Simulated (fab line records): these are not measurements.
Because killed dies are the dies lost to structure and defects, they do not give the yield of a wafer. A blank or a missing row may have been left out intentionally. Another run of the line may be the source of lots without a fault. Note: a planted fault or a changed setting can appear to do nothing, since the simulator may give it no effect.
Which of the tools did it? -- flow nand-harc -- 12 lots with 36 wafers sampled at 4 steps, on a route of 1302 steps

== WHAT THE GAUGES READ, wafer by wafer ==
No reading from a measuring or inspecting step in the record can be judged against a usual standard deviation.

== TOOL THAT RAN EACH LOT (tool first, then ch and the chambers of the sampled wafers, then the start) ==
lot,NHARC_A_STAIRCASE_DEP_259,NHARC_A_STAIRCASE_ETCH_271,NHARC_A_STAIRCASE_HM_OPEN_457,NHARC_A_STAIRCASE_STRIP_274
L323,"pecvd-04 ch 1,2, day 17 09:59","rie-diel-04 ch 0,1,2, day 17 11:04","rie-diel-04 ch 0,1,3, no start","rie-diel-04 ch 0,2,3, no start"
L327,"pecvd-03 ch 0,1, day 18 23:37","rie-diel-08 ch 0,3, day 19 00:34","rie-diel-08 ch 0,1,3, no start","rie-diel-08 ch 0,1,3, no start"
L330,"pecvd-03 ch 0,1,2, day 19 15:02","rie-diel-08 ch 0,1,2, day 19 16:07","rie-diel-08 ch 0,1, no start","rie-diel-08 ch 0,1,3, no start"
L337,"pecvd-02 ch 0,1, day 22 11:01","rie-diel-04 ch 0,1,2, day 22 12:07","rie-diel-04 ch 2,3, no start","rie-diel-04 ch 1,3, no start"
L338,"pecvd-03 ch 0,1,2, day 22 12:50","rie-diel-08 ch 0,2,3, day 22 13:47","rie-diel-08 ch 0,1,3, no start","rie-diel-08 ch 0,1,2, no start"
L339,"pecvd-04 ch 0,1,2, day 23 02:48","rie-diel-08 ch 0,1,3, day 23 05:59","rie-diel-08 ch 0,1,2, day 23 08:13 or earlier","rie-diel-01 ch 0,2,3, day 23 08:13"
L340,"pecvd-04 ch 0,2, day 23 17:51","rie-diel-04 ch 1,2,3, day 23 19:02","rie-diel-04 ch 1,2, no start","rie-diel-04 ch 1,2,3, no start"
L341,"pecvd-02 ch 0,1,2, day 24 09:04","rie-diel-08 ch 0,1, day 24 10:11","rie-diel-08 ch 0,1, day 24 10:24","rie-diel-08 ch 0,1, day 24 13:43"
L342,"pecvd-03 ch 1,2, day 24 13:06","rie-diel-04 ch 0,2,3, day 24 14:04","rie-diel-04 ch 0,1, no start","rie-diel-04 ch 2,3, no start"
L344,"pecvd-04 ch 0,1, day 25 15:43","rie-diel-08 ch 0,1,3, day 25 17:01","rie-diel-08 ch 0,1,3, no start","rie-diel-08 ch 0,1,3, no start"
L345,"pecvd-03 ch 1,2, day 26 02:17","rie-diel-01 ch 0,2, day 26 03:22","rie-diel-01 ch 0,2, day 26 03:38","rie-diel-01 ch 0,2, day 26 07:14"
L346,"pecvd-03 ch 0,1,2, day 26 02:26","rie-diel-08 ch 1,3, day 26 03:32","rie-diel-08 ch 0,1,3, no start","rie-diel-08 ch 0,3, no start"
- NHARC_A_STAIRCASE_DEP_259: deposits SiON, target thk 30 nm.
- NHARC_A_STAIRCASE_ETCH_271: etches the open film in CF4/CHF3.
- NHARC_A_STAIRCASE_HM_OPEN_457: chemistry O2/COS.
- NHARC_A_STAIRCASE_STRIP_274: strips in O2.

== AS READ BY THE TOOLS THEMSELVES (means over the sampled wafers that have a number; for cases with no such wafer, the mark the record gives instead) ==
NHARC_A_STAIRCASE_DEP_259. Usual: chamber-pressure-Torr 3.499 Torr, standard deviation 0.0074; heater-power-w 731 W, standard deviation 73.
lot,tool,chamber-pressure-Torr (Torr),heater-power-w (W),flag
L323,pecvd-04,3.496,721,
L327,pecvd-03,3.496,817,
L330,pecvd-03,3.503,698,
L337,pecvd-02,3.501,744,
L338,pecvd-03,3.498,755,
L339,pecvd-04,3.495,716,
L340,pecvd-04,3.499,671,
L341,pecvd-02,3.506,725,
L342,pecvd-03,3.497,739,
L344,pecvd-04,3.504,660,
L345,pecvd-03,3.494,676,
L346,pecvd-03,3.499,720,

NHARC_A_STAIRCASE_ETCH_271. Usual: cf4-flow-sccm 100.0 sccm, standard deviation 0.3; drypump-motor-current-A 5.6 A, standard deviation 0.38; oes-product-au 0.947 a.u., standard deviation 0.022; rf-vpp-V 369.9 V, standard deviation 2; showerhead-plenum-p-Torr 1.55 Torr, standard deviation 0.06; throttle-valve-pct 16.802 %, standard deviation 0.0093.
lot,tool,cf4-flow-sccm (sccm),drypump-motor-current-A (A),oes-product-au (a.u.),rf-vpp-V (V),showerhead-plenum-p-Torr (Torr),throttle-valve-pct (%),flag
L323,rie-diel-04,100.2,5.6,0.926,370.9,1.58,16.802,
L327,rie-diel-08,99.8,5.6,1.035,368.8,1.52,16.794,OFF
L330,rie-diel-08,100.0,5.6,1.027,369.3,1.53,16.798,OFF
L337,rie-diel-04,100.3,5.6,0.933,370.2,1.57,16.798,
L338,rie-diel-08,99.9,5.6,0.946,368.0,1.51,16.806,
L339,rie-diel-08,99.8,5.7,0.927,368.9,1.52,16.791,
L340,rie-diel-04,99.9,5.7,0.964,369.1,1.54,16.814,
L341,rie-diel-08,99.9,5.6,0.962,369.7,1.54,16.810,
L342,rie-diel-04,99.7,5.6,0.937,371.5,1.58,16.804,
L344,rie-diel-08,99.5,5.7,0.936,369.4,1.52,16.806,
L345,rie-diel-01,100.2,5.0,0.932,369.4,1.56,16.804,
L346,rie-diel-08,99.9,5.8,0.921,370.2,1.54,16.798,

NHARC_A_STAIRCASE_HM_OPEN_457. Usual: drypump-motor-current-A 5.6 A, standard deviation 0.38; oes-product-au 1.002 a.u., standard deviation 0.011; rf-vpp-V 465.9 V, standard deviation 2.6; showerhead-plenum-p-Torr 3.07 Torr, standard deviation 0.12; throttle-valve-pct 28.330 %, standard deviation 0.0093.
lot,tool,drypump-motor-current-A (A),oes-product-au (a.u.),rf-vpp-V (V),showerhead-plenum-p-Torr (Torr),throttle-valve-pct (%),flag
L323,rie-diel-04,5.3,1.001,468.7,3.18,28.322,
L327,rie-diel-08,5.6,0.990,466.4,3.05,28.324,
L330,rie-diel-08,5.5,0.999,464.1,3.00,28.335,
L337,rie-diel-04,5.7,0.994,466.0,3.11,28.334,
L338,rie-diel-08,5.6,0.998,464.4,3.03,28.325,
L339,rie-diel-08,5.7,0.997,465.5,3.03,28.331,
L340,rie-diel-04,5.7,1.013,465.0,3.02,28.337,
L341,rie-diel-08,5.6,1.000,465.2,3.05,28.316,
L342,rie-diel-04,5.4,1.018,467.4,3.11,28.333,
L344,rie-diel-08,5.6,0.990,465.5,3.01,28.328,
L345,rie-diel-01,5.0,1.005,466.3,3.09,28.322,
L346,rie-diel-08,5.7,0.999,464.4,3.01,28.325,

NHARC_A_STAIRCASE_STRIP_274. Usual: drypump-motor-current-A 5.6 A, standard deviation 0.39; oes-product-au 1.002 a.u., standard deviation 0.012; rf-vpp-V 57.6 V, standard deviation 0.91; showerhead-plenum-p-Torr 3.47 Torr, standard deviation 0.13; throttle-valve-pct 17.037 %, standard deviation 0.0089.
lot,tool,drypump-motor-current-A (A),oes-product-au (a.u.),rf-vpp-V (V),showerhead-plenum-p-Torr (Torr),throttle-valve-pct (%),flag
L323,rie-diel-04,5.5,1.003,57.4,3.58,17.040,
L327,rie-diel-08,5.7,0.987,57.8,3.44,17.035,
L330,rie-diel-08,5.7,1.001,57.5,3.44,17.039,
L337,rie-diel-04,5.5,1.016,58.1,3.52,17.036,
L338,rie-diel-08,5.7,1.004,57.7,3.42,17.034,
L339,rie-diel-01,5.4,1.000,57.0,3.34,17.040,
L340,rie-diel-04,5.7,1.010,57.6,3.46,17.036,
L341,rie-diel-08,5.6,0.995,57.0,3.44,17.035,
L342,rie-diel-04,5.7,1.006,57.9,3.51,17.036,
L344,rie-diel-08,5.6,0.991,57.9,3.41,17.042,
L345,rie-diel-01,5.1,1.002,57.8,3.64,17.035,
L346,rie-diel-08,5.5,1.003,57.7,3.33,17.025,

== THE ANSWER, worked out from the rows above alone ==
Rule: a lot counts as off when the mean over its wafers that have a number is more than 3 standard deviations away from the usual mean. A lot without any number at a reading at which 4 lots or more have one is off too. Where the step has rows for the other lots, those lots are counted as sound. After the gauges, taken in route order, come the tools' own readings; for these a lot's mean is taken, as printed above. At the first step where some lot is off, the reading lying furthest off is the one used; lots without a number count as furthest.
Off at NHARC_A_STAIRCASE_ETCH_271 (oes-product-au): L327, L330.
If a tool, at that step or one of the process steps before it, ran each lot that is off and ran no sound lot following the first of them, it fits. None of those tried fits.

== WHAT THE SIMULATOR HAD PUT IN ==
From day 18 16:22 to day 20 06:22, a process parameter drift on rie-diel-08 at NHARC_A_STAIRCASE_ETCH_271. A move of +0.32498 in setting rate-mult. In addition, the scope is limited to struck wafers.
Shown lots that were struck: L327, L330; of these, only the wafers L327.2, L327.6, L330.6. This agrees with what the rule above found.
